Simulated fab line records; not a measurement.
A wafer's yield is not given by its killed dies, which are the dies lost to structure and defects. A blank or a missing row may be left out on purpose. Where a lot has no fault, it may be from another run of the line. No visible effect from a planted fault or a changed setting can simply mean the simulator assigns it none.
Which tool did it? | flow nand-harc | 12 lots with 36 wafers sampled at 5 steps, on a route of 1302 steps

WHAT EACH GAUGE READ, for each wafer
NHARC_A_CONTACT_OVL_MEAS_09.
lot  | measured     | on         | overlay-x-nm (nm)
L074 | day 23 03:03 | overlay-02 | -0.4 -1.2 -1.1
L076 | day 23 07:25 | overlay-02 | 0.5 0.9 0.3
L081 | day 24 18:33 | overlay-02 | -0.6 -0.3 -0.3
L079 | day 25 03:37 | overlay-02 | 0.1 -0.1 0.1
L082 | day 26 05:08 | overlay-01 | -1.3 -0.9 -0.4
L085 | day 26 10:29 | overlay-01 | -0.1 0.2 0.5
L088 | day 28 06:56 | overlay-02 | -0.6 -0.8 -0.7
L089 | day 28 13:55 | overlay-02 | 0.2 1.0 0.8
L091 | day 29 10:07 | overlay-01 | 0.6 0.1 0.2
L092 | day 30 05:08 | overlay-02 | 0.0 0.4 0.1
L096 | day 31 15:14 | overlay-01 | -0.5 0.3 0.4
L097 | day 32 05:53 | overlay-02 | -0.7 -0.6 -0.7

TOOL THAT RAN EACH LOT (tool first, then ch and the chambers of the sampled wafers, then the start)
lot  | NHARC_A_CONTACT_ETCH_48            | NHARC_A_CONTACT_ETCH_133             | NHARC_A_CONTACT_ETCH_106           | NHARC_A_CONTACT_STRIP_82
L074 | rie-diel-04 ch 0,1,2, day 21 21:11 | har-cap-etch-02 ch 0,1, day 22 16:56 | rie-diel-04 ch 0,3, day 22 18:19   | rie-diel-04 ch 0,1,3, day 23 03:03 or earlier
L076 | rie-diel-05 ch 0,1,3, day 22 08:28 | har-cap-etch-02 ch 0,1, day 23 02:38 | rie-diel-04 ch 0,1,3, day 23 04:17 | rie-diel-04 ch 0,1,2, day 23 07:25 or earlier
L081 | rie-diel-05 ch 0,2, day 23 21:30   | har-cap-etch-01 ch 0,1, day 24 12:12 | rie-diel-09 ch 0,2,3, day 24 13:40 | rie-diel-09 ch 0,2, day 24 18:33 or earlier
L079 | rie-diel-04 ch 1,2,3, day 24 07:32 | har-cap-etch-01 ch 1, day 24 22:58   | rie-diel-09 ch 0,2,3, day 25 00:25 | rie-diel-09 ch 1,3, day 25 03:37 or earlier
L082 | rie-diel-04 ch 1,2, day 25 05:17   | har-cap-etch-01 ch 0,1, day 25 22:09 | rie-diel-09 ch 1,2, day 25 23:35   | rie-diel-09 ch 0,1,3, day 26 05:08 or earlier
L085 | rie-diel-09 ch 0,3, day 25 15:04   | har-cap-etch-01 ch 0,1, day 26 05:04 | rie-diel-09 ch 0,2,3, day 26 06:36 | rie-diel-09 ch 0,1,3, day 26 10:29 or earlier
L088 | rie-diel-09 ch 1,2,3, day 27 09:06 | har-cap-etch-01 ch 0,1, day 28 01:38 | rie-diel-04 ch 0,1,2, day 28 03:05 | rie-diel-04 ch 0,1,3, day 28 06:56 or earlier
L089 | rie-diel-09 ch 0,2,3, day 27 13:30 | har-cap-etch-02 ch 0,1, day 28 08:11 | rie-diel-09 ch 1,2, day 28 09:30   | rie-diel-09 ch 0,2, day 28 13:55 or earlier
L091 | rie-diel-09 ch 1,2, day 28 13:50   | har-cap-etch-03 ch 0, day 29 03:07   | rie-diel-04 ch 1,2,3, day 29 04:26 | rie-diel-04 ch 1,3, day 29 10:07 or earlier
L092 | rie-diel-05 ch 0,3, day 29 09:40   | har-cap-etch-02 ch 0,1, day 30 00:35 | rie-diel-05 ch 0,1,3, day 30 01:56 | rie-diel-05 ch 0,1, day 30 05:08 or earlier
L096 | rie-diel-09 ch 1,3, day 30 14:36   | har-cap-etch-01 ch 0,1, day 31 04:02 | rie-diel-04 ch 0,3, day 31 05:22   | rie-diel-04 ch 1,2,3, day 31 15:14 or earlier
L097 | rie-diel-05 ch 1,2,3, day 31 04:33 | har-cap-etch-01 ch 0,1, day 31 23:19 | rie-diel-09 ch 0,1,3, day 32 00:43 | rie-diel-09 ch 0,2,3, day 32 05:53 or earlier
- NHARC_A_CONTACT_ETCH_48: etches the open film in CF4, target depth 39 nm, time 65 s.
- NHARC_A_CONTACT_ETCH_133: etches the open film in C4F8/O2/Ar, time 374 s, target depth 1610 nm.
- NHARC_A_CONTACT_ETCH_106: etches the open film in CF4/O2, target depth 90 nm, overetch 9 nm, time 49.5 s.
- NHARC_A_CONTACT_STRIP_82: strips in O2.

THE ANSWER, worked out from the rows above alone
Rule: usual is defined by the lots themselves. Put in order of their means at a reading, lots are off if they are a third of the lots or fewer, leave a main group of 4 or more, and stand apart from it by a gap of 3 or more times the standard deviation of the main group's means; of several such gaps the widest counts. Not used: any main group whose means are identical at the precision the tables above print for the reading. Also off: a lot with no number at a reading for which 4 or more lots have one. The other lots that the step has rows for count as sound.
No lot is off on any of the readings shown, so nothing can be concluded from this.

WHAT WAS PUT IN BY THE SIMULATOR
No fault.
